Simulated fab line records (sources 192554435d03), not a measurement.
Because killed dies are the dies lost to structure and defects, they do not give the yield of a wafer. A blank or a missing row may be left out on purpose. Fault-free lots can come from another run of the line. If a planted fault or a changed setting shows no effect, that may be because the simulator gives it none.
Which tool is to blame? :: flow n5 finfet :: Sampling: 24 lots, 72 wafers, 5 of 1938 route steps

## WHAT THE GAUGES SHOWED, per wafer
N5_MOL_CONTACT_COAG_CD_MEAS_101 targets a cd of 16 nm. Usual: cd nm reads 16.3 nm (standard deviation 0.46).
lot: L074
measured: day 5 07:17
on: cd sem-01
cd nm (nm): 16.0 16.3 16.4
flag: 

lot: L075
measured: day 5 11:12
on: cd sem-01
cd nm (nm): 15.8 16.3 15.6
flag: 

lot: L076
measured: day 5 16:31
on: cd sem-01
cd nm (nm): 16.5 16.1 16.1
flag: 

lot: L077
measured: day 6 00:49
on: cd sem-01
cd nm (nm): 16.0 15.8 15.8
flag: 

lot: L078
measured: day 6 06:31
on: cd sem-01
cd nm (nm): 16.6 16.5 16.6
flag: 

lot: L079
measured: day 6 15:58
on: cd sem-03
cd nm (nm): 17.2 16.0 16.9
flag: 

lot: L081
measured: day 6 22:34
on: cd sem-02
cd nm (nm): 16.1 16.0 15.5
flag: 

lot: L080
measured: day 6 22:47
on: cd sem-03
cd nm (nm): 15.9 16.4 16.6
flag: 

lot: L082
measured: day 7 09:49
on: cd sem-02
cd nm (nm): 15.3 15.5 15.9
flag: 

lot: L083
measured: day 7 10:29
on: cd sem-03
cd nm (nm): 16.0 17.1 16.6
flag: 

lot: L084
measured: day 7 17:29
on: cd sem-02
cd nm (nm): 16.3 17.2 16.6
flag: 

lot: L085
measured: day 8 02:18
on: cd sem-01
cd nm (nm): 16.8 15.8 16.4
flag: 

lot: L086
measured: day 8 06:04
on: cd sem-02
cd nm (nm): 15.8 16.1 16.1
flag: 

lot: L087
measured: day 8 13:28
on: cd sem-01
cd nm (nm): 16.6 15.6 15.7
flag: 

lot: L088
measured: day 8 17:42
on: cd sem-01
cd nm (nm): 16.1 16.7 16.7
flag: 

lot: L089
measured: day 8 23:03
on: cd sem-01
cd nm (nm): 15.5 16.0 16.8
flag: 

lot: L090
measured: day 9 02:03
on: cd sem-01
cd nm (nm): 17.1 16.3 16.2
flag: 

lot: L091
measured: day 9 08:38
on: cd sem-01
cd nm (nm): 17.0 17.2 16.5
flag: 

lot: L092
measured: day 9 14:05
on: cd sem-02
cd nm (nm): 16.4 16.3 16.6
flag: 

lot: L093
measured: day 9 22:05
on: cd sem-01
cd nm (nm): 16.9 16.2 16.5
flag: 

lot: L094
measured: day 10 00:44
on: cd sem-02
cd nm (nm): 16.8 16.6 16.5
flag: 

lot: L095
measured: day 10 06:49
on: cd sem-02
cd nm (nm): 15.7 16.5 15.7
flag: 

lot: L096
measured: day 10 17:25
on: cd sem-03
cd nm (nm): 15.9 16.1 16.4
flag: 

lot: L097
measured: day 11 02:11
on: cd sem-02
cd nm (nm): 16.4 15.7 16.3
flag: 

N5_MOL_CONTACT_COAG_INSPECT_97: inspects for defects (darkfield). Usual: raw defect count reads 41 (standard deviation 15).
lot: L074
measured: day 5 11:26
on: defect inspect-01
raw defect count: 48 26 42
flag: 

lot: L075
measured: day 5 15:00
on: defect inspect-01
raw defect count: 21 29 26
flag: 

lot: L076
measured: day 5 20:35
on: defect inspect-01
raw defect count: 62 59 58
flag: 

lot: L077
measured: day 6 04:39
on: defect inspect-02
raw defect count: 50 69 40
flag: 

lot: L078
measured: day 6 10:19
on: defect inspect-01
raw defect count: 43 23 21
flag: 

lot: L079
measured: day 6 19:47
on: defect inspect-01
raw defect count: 39 24 29
flag: 

lot: L081
measured: day 7 02:22
on: defect inspect-01
raw defect count: 59 60 39
flag: 

lot: L080
measured: day 7 05:26
on: defect inspect-01
raw defect count: 45 64 51
flag: 

lot: L082
measured: day 7 13:37
on: defect inspect-01
raw defect count: 19 27 37
flag: 

lot: L083
measured: day 7 16:37
on: defect inspect-02
raw defect count: 62 82 42
flag: 

lot: L084
measured: day 7 21:19
on: defect inspect-02
raw defect count: 51 53 30
flag: 

lot: L085
measured: day 8 06:14
on: defect inspect-01
raw defect count: 48 41 40
flag: 

lot: L086
measured: day 8 09:53
on: defect inspect-02
raw defect count: 36 45 41
flag: 

lot: L087
measured: day 8 17:18
on: defect inspect-02
raw defect count: 77 44 32
flag: 

lot: L088
measured: day 8 21:31
on: defect inspect-01
raw defect count: 31 39 73
flag: 

lot: L089
measured: day 9 02:52
on: defect inspect-01
raw defect count: 26 36 34
flag: 

lot: L090
measured: day 9 05:53
on: defect inspect-01
raw defect count: 25 29 75
flag: 

lot: L091
measured: day 9 12:36
on: defect inspect-02
raw defect count: 41 29 50
flag: 

lot: L092
measured: day 9 17:56
on: defect inspect-02
raw defect count: 44 19 26
flag: 

lot: L093
measured: day 10 01:54
on: defect inspect-01
raw defect count: 38 27 51
flag: 

lot: L094
measured: day 10 04:54
on: defect inspect-01
raw defect count: 27 41 54
flag: 

lot: L095
measured: day 10 10:37
on: defect inspect-02
raw defect count: 69 62 57
flag: 

lot: L096
measured: day 10 21:12
on: defect inspect-01
raw defect count: 34 38 16
flag: 

lot: L097
measured: day 11 05:58
on: defect inspect-01
raw defect count: 45 56 38
flag: 

## WHAT TOOL EACH LOT RAN ON (gives the tool, then ch and the chambers of the sampled wafers, and finally the start)
lot: L074
N5_MOL_CONTACT_COAG_CMP_28: cmp-01 ch 0,1,3, day 5 03:38
N5_MOL_CONTACT_COAG_ETCH_90: rie diel-01 ch 0,2,3, day 5 05:07
N5_MOL_CONTACT_COAG_CVD_140: cvd w-02 ch 0,1, day 5 07:25

lot: L075
N5_MOL_CONTACT_COAG_CMP_28: cmp-01 ch 2,3, day 5 07:19
N5_MOL_CONTACT_COAG_ETCH_90: rie diel-04 ch 2,3, day 5 08:49
N5_MOL_CONTACT_COAG_CVD_140: cvd w-02 ch 0,1, day 5 11:20

lot: L076
N5_MOL_CONTACT_COAG_CMP_28: cmp-04 ch 0,1,2, day 5 10:58
N5_MOL_CONTACT_COAG_ETCH_90: rie diel-06 ch 0,1,2, day 5 13:52
N5_MOL_CONTACT_COAG_CVD_140: cvd w-01 ch 0,1, day 5 16:44

lot: L077
N5_MOL_CONTACT_COAG_CMP_28: cmp-03 ch 0,3, day 5 20:12
N5_MOL_CONTACT_COAG_ETCH_90: rie diel-04 ch 0,1,3, day 5 22:08
N5_MOL_CONTACT_COAG_CVD_140: cvd w-01 ch 0,1, day 6 01:02

lot: L078
N5_MOL_CONTACT_COAG_CMP_28: cmp-01 ch 0,3, day 6 02:50
N5_MOL_CONTACT_COAG_ETCH_90: rie diel-04 ch 0,1,2, day 6 04:19
N5_MOL_CONTACT_COAG_CVD_140: cvd w-02 ch 0,1, day 6 06:38

lot: L079
N5_MOL_CONTACT_COAG_CMP_28: cmp-04 ch 1,3, day 6 12:28
N5_MOL_CONTACT_COAG_ETCH_90: rie diel-06 ch 0,3, day 6 13:52
N5_MOL_CONTACT_COAG_CVD_140: cvd w-01 ch 0,1, day 6 16:06

lot: L081
N5_MOL_CONTACT_COAG_CMP_28: cmp-03 ch 1,2,3, day 6 19:01
N5_MOL_CONTACT_COAG_ETCH_90: rie diel-01 ch 0,2,3, day 6 20:22
N5_MOL_CONTACT_COAG_CVD_140: cvd w-01 ch 0,1, day 6 22:42

lot: L080
N5_MOL_CONTACT_COAG_CMP_28: cmp-04 ch 1,2, day 6 19:25
N5_MOL_CONTACT_COAG_ETCH_90: rie diel-01 ch 0,1, day 6 20:44
N5_MOL_CONTACT_COAG_CVD_140: cvd w-02 ch 0,1, day 6 22:59

lot: L082
N5_MOL_CONTACT_COAG_CMP_28: cmp-01 ch 2,3, day 7 05:52
N5_MOL_CONTACT_COAG_ETCH_90: rie diel-06 ch 0,2,3, day 7 07:34
N5_MOL_CONTACT_COAG_CVD_140: cvd w-01 ch 0,1, day 7 09:56

lot: L083
N5_MOL_CONTACT_COAG_CMP_28: cmp-03 ch 0,2,3, day 7 06:41
N5_MOL_CONTACT_COAG_ETCH_90: rie diel-04 ch 0,1,2, day 7 08:20
N5_MOL_CONTACT_COAG_CVD_140: cvd w-02 ch 0,1, day 7 10:37

lot: L084
N5_MOL_CONTACT_COAG_CMP_28: cmp-03 ch 1,2,3, day 7 13:46
N5_MOL_CONTACT_COAG_ETCH_90: rie diel-04 ch 0,1,3, day 7 15:16
N5_MOL_CONTACT_COAG_CVD_140: cvd w-02 ch 0,1, day 7 17:41

lot: L085
N5_MOL_CONTACT_COAG_CMP_28: cmp-01 ch 2,3, day 7 22:22
N5_MOL_CONTACT_COAG_ETCH_90: rie diel-01 ch 1,2, day 8 00:09
N5_MOL_CONTACT_COAG_CVD_140: cvd w-01 ch 0,1, day 8 02:26

lot: L086
N5_MOL_CONTACT_COAG_CMP_28: cmp-01 ch 1,2,3, day 8 02:28
N5_MOL_CONTACT_COAG_ETCH_90: rie diel-06 ch 1,2, day 8 03:46
N5_MOL_CONTACT_COAG_CVD_140: cvd w-01 ch 0,1, day 8 06:11

lot: L087
N5_MOL_CONTACT_COAG_CMP_28: cmp-03 ch 0,1,2, day 8 09:10
N5_MOL_CONTACT_COAG_ETCH_90: rie diel-06 ch 1,2,3, day 8 10:29
N5_MOL_CONTACT_COAG_CVD_140: cvd w-01 ch 0, day 8 13:36

lot: L088
N5_MOL_CONTACT_COAG_CMP_28: cmp-01 ch 0,1, day 8 13:22
N5_MOL_CONTACT_COAG_ETCH_90: rie diel-01 ch 0,2,3, day 8 15:17
N5_MOL_CONTACT_COAG_CVD_140: cvd w-01 ch 0,1, day 8 17:50

lot: L089
N5_MOL_CONTACT_COAG_CMP_28: cmp-01 ch 1,3, day 8 17:40
N5_MOL_CONTACT_COAG_ETCH_90: rie diel-06 ch 0,2, day 8 19:31
N5_MOL_CONTACT_COAG_CVD_140: cvd w-01 ch 0,1, day 8 23:11

lot: L090
N5_MOL_CONTACT_COAG_CMP_28: cmp-01 ch 0,1,2, day 8 22:22
N5_MOL_CONTACT_COAG_ETCH_90: rie diel-06 ch 2,3, day 8 23:46
N5_MOL_CONTACT_COAG_CVD_140: cvd w-01 ch 0,1, day 9 02:16

lot: L091
N5_MOL_CONTACT_COAG_CMP_28: cmp-04 ch 1,2,3, day 9 05:05
N5_MOL_CONTACT_COAG_ETCH_90: rie diel-01 ch 1,2, day 9 06:26
N5_MOL_CONTACT_COAG_CVD_140: cvd w-01 ch 0,1, day 9 08:46

lot: L092
N5_MOL_CONTACT_COAG_CMP_28: cmp-01 ch 1,3, day 9 10:43
N5_MOL_CONTACT_COAG_ETCH_90: rie diel-06 ch 0,2, day 9 12:04
N5_MOL_CONTACT_COAG_CVD_140: cvd w-01 ch 0,1, day 9 14:18

lot: L093
N5_MOL_CONTACT_COAG_CMP_28: cmp-03 ch 0,1, day 9 17:37
N5_MOL_CONTACT_COAG_ETCH_90: rie diel-01 ch 0,3, day 9 19:35
N5_MOL_CONTACT_COAG_CVD_140: cvd w-01 ch 0,1, day 9 22:13

lot: L094
N5_MOL_CONTACT_COAG_CMP_28: cmp-03 ch 0,1,3, day 9 20:58
N5_MOL_CONTACT_COAG_ETCH_90: rie diel-04 ch 0,1,2, day 9 22:31
N5_MOL_CONTACT_COAG_CVD_140: cvd w-02 ch 0,1, day 10 00:52

lot: L095
N5_MOL_CONTACT_COAG_CMP_28: cmp-01 ch 0,2,3, day 10 03:24
N5_MOL_CONTACT_COAG_ETCH_90: rie diel-04 ch 0,1,2, day 10 04:44
N5_MOL_CONTACT_COAG_CVD_140: cvd w-02 ch 0, day 10 06:58

lot: L096
N5_MOL_CONTACT_COAG_CMP_28: cmp-01 ch 0,2,3, day 10 13:27
N5_MOL_CONTACT_COAG_ETCH_90: rie diel-01 ch 0,2,3, day 10 14:49
N5_MOL_CONTACT_COAG_CVD_140: cvd w-01 ch 0,1, day 10 17:32

lot: L097
N5_MOL_CONTACT_COAG_CMP_28: cmp-04 ch 0,2, day 10 21:44
N5_MOL_CONTACT_COAG_ETCH_90: rie diel-04 ch 0,1,3, day 10 23:05
N5_MOL_CONTACT_COAG_CVD_140: cvd w-01 ch 0,1, day 11 02:19
- N5_MOL_CONTACT_COAG_CMP_28: polishes, stops on SiNx, t overpolish 0.85 s, target thk 14.522 nm.
- N5_MOL_CONTACT_COAG_ETCH_90: etches SiARC in CF4, target depth 13 nm, time 21.7 s.
- N5_MOL_CONTACT_COAG_CVD_140: deposits W, target thk 66.5 nm, time 215 s.

## WHAT THE TOOLS THEMSELVES READ (means of the sampled wafers that have a number; where no wafer has one, the mark that the record gives instead)
N5_MOL_CONTACT_COAG_CMP_28. Usual: motor current A 12.7 A, standard deviation 1.1; pad life wafers 1262, standard deviation 560; retaining ring pressure frac 1.000, standard deviation 0.0048; slurry filter dp kPa 13.49 kPa, standard deviation 0.14; time to endpoint s 4.0 s, standard deviation 2.1.
lot: L074
tool: cmp-01
motor current A (A): 11.6
pad life wafers: 1291
retaining ring pressure frac: 1.006
slurry filter dp kPa (kPa): 13.36
time to endpoint s (s): 1.4
flag: 

lot: L075
tool: cmp-01
motor current A (A): 12.7
pad life wafers: 1315
retaining ring pressure frac: 1.001
slurry filter dp kPa (kPa): 13.37
time to endpoint s (s): 5.3
flag: 

lot: L076
tool: cmp-04
motor current A (A): 12.9
pad life wafers: 518
retaining ring pressure frac: 1.003
slurry filter dp kPa (kPa): 13.50
time to endpoint s (s): 3.3
flag: 

lot: L077
tool: cmp-03
motor current A (A): 13.8
pad life wafers: 1004
retaining ring pressure frac: 1.003
slurry filter dp kPa (kPa): 13.39
time to endpoint s (s): 7.7
flag: 

lot: L078
tool: cmp-01
motor current A (A): 12.0
pad life wafers: 1410
retaining ring pressure frac: 0.998
slurry filter dp kPa (kPa): 13.49
time to endpoint s (s): 3.7
flag: 

lot: L079
tool: cmp-04
motor current A (A): 13.6
pad life wafers: 715
retaining ring pressure frac: 1.003
slurry filter dp kPa (kPa): 13.50
time to endpoint s (s): 0.8
flag: 

lot: L081
tool: cmp-03
motor current A (A): 12.8
pad life wafers: 1177
retaining ring pressure frac: 1.000
slurry filter dp kPa (kPa): 13.39
time to endpoint s (s): 5.0
flag: 

lot: L080
tool: cmp-04
motor current A (A): 14.8
pad life wafers: 787
retaining ring pressure frac: 0.999
slurry filter dp kPa (kPa): 13.49
time to endpoint s (s): 2.4
flag: 

lot: L082
tool: cmp-01
motor current A (A): 12.7
pad life wafers: 1652
retaining ring pressure frac: 0.999
slurry filter dp kPa (kPa): 13.37
time to endpoint s (s): 3.4
flag: 

lot: L083
tool: cmp-03
motor current A (A): 13.3
pad life wafers: 1291
retaining ring pressure frac: 0.998
slurry filter dp kPa (kPa): 13.41
time to endpoint s (s): 6.2
flag: 

lot: L084
tool: cmp-03
motor current A (A): 12.7
pad life wafers: 1346
retaining ring pressure frac: 0.998
slurry filter dp kPa (kPa): 13.42
time to endpoint s (s): 4.3
flag: 

lot: L085
tool: cmp-01
motor current A (A): 12.9
pad life wafers: 1790
retaining ring pressure frac: 0.999
slurry filter dp kPa (kPa): 13.57
time to endpoint s (s): 0.6
flag: 

lot: L086
tool: cmp-01
motor current A (A): 12.3
pad life wafers: 1820
retaining ring pressure frac: 0.999
slurry filter dp kPa (kPa): 13.47
time to endpoint s (s): 4.0
flag: 

lot: L087
tool: cmp-03
motor current A (A): 12.7
pad life wafers: 1526
retaining ring pressure frac: 0.999
slurry filter dp kPa (kPa): 13.52
time to endpoint s (s): 3.6
flag: 

lot: L088
tool: cmp-01
motor current A (A): 12.2
pad life wafers: 1916
retaining ring pressure frac: 1.001
slurry filter dp kPa (kPa): 13.36
time to endpoint s (s): 4.9
flag: 

lot: L089
tool: cmp-01
motor current A (A): 12.1
pad life wafers: 1927
retaining ring pressure frac: 0.997
slurry filter dp kPa (kPa): 13.52
time to endpoint s (s): 4.4
flag: 

lot: L090
tool: cmp-01
motor current A (A): 12.1
pad life wafers: 1971
retaining ring pressure frac: 1.001
slurry filter dp kPa (kPa): 13.53
time to endpoint s (s): 5.6
flag: 

lot: L091
tool: cmp-04
motor current A (A): 13.8
pad life wafers: 1280
retaining ring pressure frac: 1.005
slurry filter dp kPa (kPa): 13.40
time to endpoint s (s): 3.5
flag: 

lot: L092
tool: cmp-01
motor current A (A): 12.7
pad life wafers: 31
retaining ring pressure frac: 1.001
slurry filter dp kPa (kPa): 13.41
time to endpoint s (s): 4.2
flag: 

lot: L093
tool: cmp-03
motor current A (A): 12.9
pad life wafers: 1808
retaining ring pressure frac: 1.003
slurry filter dp kPa (kPa): 13.37
time to endpoint s (s): 4.6
flag: 

lot: L094
tool: cmp-03
motor current A (A): 12.9
pad life wafers: 1843
retaining ring pressure frac: 1.001
slurry filter dp kPa (kPa): 13.54
time to endpoint s (s): 2.8
flag: 

lot: L095
tool: cmp-01
motor current A (A): 12.5
pad life wafers: 188
retaining ring pressure frac: 1.001
slurry filter dp kPa (kPa): 13.48
time to endpoint s (s): 3.8
flag: 

lot: L096
tool: cmp-01
motor current A (A): 12.4
pad life wafers: 284
retaining ring pressure frac: 0.999
slurry filter dp kPa (kPa): 13.41
time to endpoint s (s): 4.6
flag: 

lot: L097
tool: cmp-04
motor current A (A): 13.8
pad life wafers: 1400
retaining ring pressure frac: 0.999
slurry filter dp kPa (kPa): 13.61
time to endpoint s (s): 5.9
flag: 

N5_MOL_CONTACT_COAG_ETCH_90. Usual: drypump motor current A 5.7 A, standard deviation 0.32; etch rf on time s 21.6 s, standard deviation 0.82; oes product au 0.68 a.u., standard deviation 0.065; rf vpp V 184.3 V, standard deviation 1.1; showerhead plenum p Torr 2.15 Torr, standard deviation 0.051; throttle valve pct 15.56 %, standard deviation 0.28.
lot: L074
tool: rie diel-01
drypump motor current A (A): 5.5
etch rf on time s (s): 21.6
oes product au (a.u.): 0.72
rf vpp V (V): 183.9
showerhead plenum p Torr (Torr): 2.14
throttle valve pct (%): 15.71
flag: 

lot: L075
tool: rie diel-04
drypump motor current A (A): 5.7
etch rf on time s (s): 20.8
oes product au (a.u.): 0.66
rf vpp V (V): 184.4
showerhead plenum p Torr (Torr): 2.17
throttle valve pct (%): 15.38
flag: 

lot: L076
tool: rie diel-06
drypump motor current A (A): 5.7
etch rf on time s (s): 21.6
oes product au (a.u.): 0.69
rf vpp V (V): 184.0
showerhead plenum p Torr (Torr): 2.17
throttle valve pct (%): 15.60
flag: 

lot: L077
tool: rie diel-04
drypump motor current A (A): 5.9
etch rf on time s (s): 21.9
oes product au (a.u.): 0.69
rf vpp V (V): 183.5
showerhead plenum p Torr (Torr): 2.13
throttle valve pct (%): 15.38
flag: 

lot: L078
tool: rie diel-04
drypump motor current A (A): 5.7
etch rf on time s (s): 21.1
oes product au (a.u.): 0.67
rf vpp V (V): 185.1
showerhead plenum p Torr (Torr): 2.18
throttle valve pct (%): 15.40
flag: 

lot: L079
tool: rie diel-06
drypump motor current A (A): 5.7
etch rf on time s (s): 22.6
oes product au (a.u.): 0.72
rf vpp V (V): 184.0
showerhead plenum p Torr (Torr): 2.12
throttle valve pct (%): 15.22
flag: 

lot: L081
tool: rie diel-01
drypump motor current A (A): 5.5
etch rf on time s (s): 21.7
oes product au (a.u.): 0.70
rf vpp V (V): 184.1
showerhead plenum p Torr (Torr): 2.13
throttle valve pct (%): 15.73
flag: 

lot: L080
tool: rie diel-01
drypump motor current A (A): 5.4
etch rf on time s (s): 21.6
oes product au (a.u.): 0.68
rf vpp V (V): 184.7
showerhead plenum p Torr (Torr): 2.20
throttle valve pct (%): 15.76
flag: 

lot: L082
tool: rie diel-06
drypump motor current A (A): 5.8
etch rf on time s (s): 21.6
oes product au (a.u.): 0.72
rf vpp V (V): 185.1
showerhead plenum p Torr (Torr): 2.14
throttle valve pct (%): 15.44
flag: 

lot: L083
tool: rie diel-04
drypump motor current A (A): 5.7
etch rf on time s (s): 21.3
oes product au (a.u.): 0.66
rf vpp V (V): 184.8
showerhead plenum p Torr (Torr): 2.17
throttle valve pct (%): 15.42
flag: 

lot: L084
tool: rie diel-04
drypump motor current A (A): 5.9
etch rf on time s (s): 21.9
oes product au (a.u.): 0.68
rf vpp V (V): 184.0
showerhead plenum p Torr (Torr): 2.13
throttle valve pct (%): 15.41
flag: 

lot: L085
tool: rie diel-01
drypump motor current A (A): 5.7
etch rf on time s (s): 22.2
oes product au (a.u.): 0.61
rf vpp V (V): 184.1
showerhead plenum p Torr (Torr): 2.15
throttle valve pct (%): 16.02
flag: 

lot: L086
tool: rie diel-06
drypump motor current A (A): 5.7
etch rf on time s (s): 20.6
oes product au (a.u.): 0.68
rf vpp V (V): 184.3
showerhead plenum p Torr (Torr): 2.19
throttle valve pct (%): 15.85
flag: 

lot: L087
tool: rie diel-06
drypump motor current A (A): 5.9
etch rf on time s (s): 21.2
oes product au (a.u.): 0.67
rf vpp V (V): 184.4
showerhead plenum p Torr (Torr): 2.18
throttle valve pct (%): 15.73
flag: 

lot: L088
tool: rie diel-01
drypump motor current A (A): 5.5
etch rf on time s (s): 21.9
oes product au (a.u.): 0.68
rf vpp V (V): 183.8
showerhead plenum p Torr (Torr): 2.13
throttle valve pct (%): 15.75
flag: 

lot: L089
tool: rie diel-06
drypump motor current A (A): 5.6
etch rf on time s (s): 21.5
oes product au (a.u.): 0.72
rf vpp V (V): 183.8
showerhead plenum p Torr (Torr): 2.12
throttle valve pct (%): 15.39
flag: 

lot: L090
tool: rie diel-06
drypump motor current A (A): 5.7
etch rf on time s (s): 20.8
oes product au (a.u.): 0.71
rf vpp V (V): 184.1
showerhead plenum p Torr (Torr): 2.17
throttle valve pct (%): 15.69
flag: 

lot: L091
tool: rie diel-01
drypump motor current A (A): 5.7
etch rf on time s (s): 22.6
oes product au (a.u.): 0.58
rf vpp V (V): 182.8
showerhead plenum p Torr (Torr): 2.10
throttle valve pct (%): 16.11
flag: 

lot: L092
tool: rie diel-06
drypump motor current A (A): 5.6
etch rf on time s (s): 21.0
oes product au (a.u.): 0.71
rf vpp V (V): 184.3
showerhead plenum p Torr (Torr): 2.14
throttle valve pct (%): 15.62
flag: 

lot: L093
tool: rie diel-01
drypump motor current A (A): 5.2
etch rf on time s (s): 20.9
oes product au (a.u.): 0.73
rf vpp V (V): 184.3
showerhead plenum p Torr (Torr): 2.17
throttle valve pct (%): 15.54
flag: 

lot: L094
tool: rie diel-04
drypump motor current A (A): 5.7
etch rf on time s (s): 21.3
oes product au (a.u.): 0.65
rf vpp V (V): 185.0
showerhead plenum p Torr (Torr): 2.17
throttle valve pct (%): 15.45
flag: 

lot: L095
tool: rie diel-04
drypump motor current A (A): 5.7
etch rf on time s (s): 21.4
oes product au (a.u.): 0.64
rf vpp V (V): 183.8
showerhead plenum p Torr (Torr): 2.17
throttle valve pct (%): 15.46
flag: 

lot: L096
tool: rie diel-01
drypump motor current A (A): 5.5
etch rf on time s (s): 21.3
oes product au (a.u.): 0.75
rf vpp V (V): 183.9
showerhead plenum p Torr (Torr): 2.21
throttle valve pct (%): 15.64
flag: 

lot: L097
tool: rie diel-04
drypump motor current A (A): 5.9
etch rf on time s (s): 22.1
oes product au (a.u.): 0.65
rf vpp V (V): 184.1
showerhead plenum p Torr (Torr): 2.12
throttle valve pct (%): 15.46
flag: 

N5_MOL_CONTACT_COAG_CVD_140. Usual: heater power w reads 518 W (standard deviation 20).
lot: L074
tool: cvd w-02
heater power w (W): 519
flag: 

lot: L075
tool: cvd w-02
heater power w (W): 527
flag: 

lot: L076
tool: cvd w-01
heater power w (W): 504
flag: 

lot: L077
tool: cvd w-01
heater power w (W): 514
flag: 

lot: L078
tool: cvd w-02
heater power w (W): 539
flag: 

lot: L079
tool: cvd w-01
heater power w (W): 506
flag: 

lot: L081
tool: cvd w-01
heater power w (W): 504
flag: 

lot: L080
tool: cvd w-02
heater power w (W): 537
flag: 

lot: L082
tool: cvd w-01
heater power w (W): 502
flag: 

lot: L083
tool: cvd w-02
heater power w (W): 518
flag: 

lot: L084
tool: cvd w-02
heater power w (W): 541
flag: 

lot: L085
tool: cvd w-01
heater power w (W): 519
flag: 

lot: L086
tool: cvd w-01
heater power w (W): 507
flag: 

lot: L087
tool: cvd w-01
heater power w (W): 500
flag: 

lot: L088
tool: cvd w-01
heater power w (W): 526
flag: 

lot: L089
tool: cvd w-01
heater power w (W): 508
flag: 

lot: L090
tool: cvd w-01
heater power w (W): 514
flag: 

lot: L091
tool: cvd w-01
heater power w (W): 502
flag: 

lot: L092
tool: cvd w-01
heater power w (W): 515
flag: 

lot: L093
tool: cvd w-01
heater power w (W): 512
flag: 

lot: L094
tool: cvd w-02
heater power w (W): 541
flag: 

lot: L095
tool: cvd w-02
heater power w (W): 546
flag: 

lot: L096
tool: cvd w-01
heater power w (W): 506
flag: 

lot: L097
tool: cvd w-01
heater power w (W): 502
flag: 

## THE ANSWER, worked out from the rows above alone
Rule: a lot counts as off when the mean over its wafers that have a number is more than 3 standard deviations away from the usual mean. Also off: a lot with no number at a reading for which 4 or more lots have one. Where the step has rows for the other lots, those lots are counted as sound. After the gauges, taken in route order, come the tools' own readings; for these a lot's mean is taken, as printed above. The first step at which some lot is off is used, and at that step the reading that is off furthest; a lot without a number counts as furthest.
No lot is off on any of the readings shown, so nothing can be concluded from this.

## WHAT THE SIMULATOR HAD INSERTED
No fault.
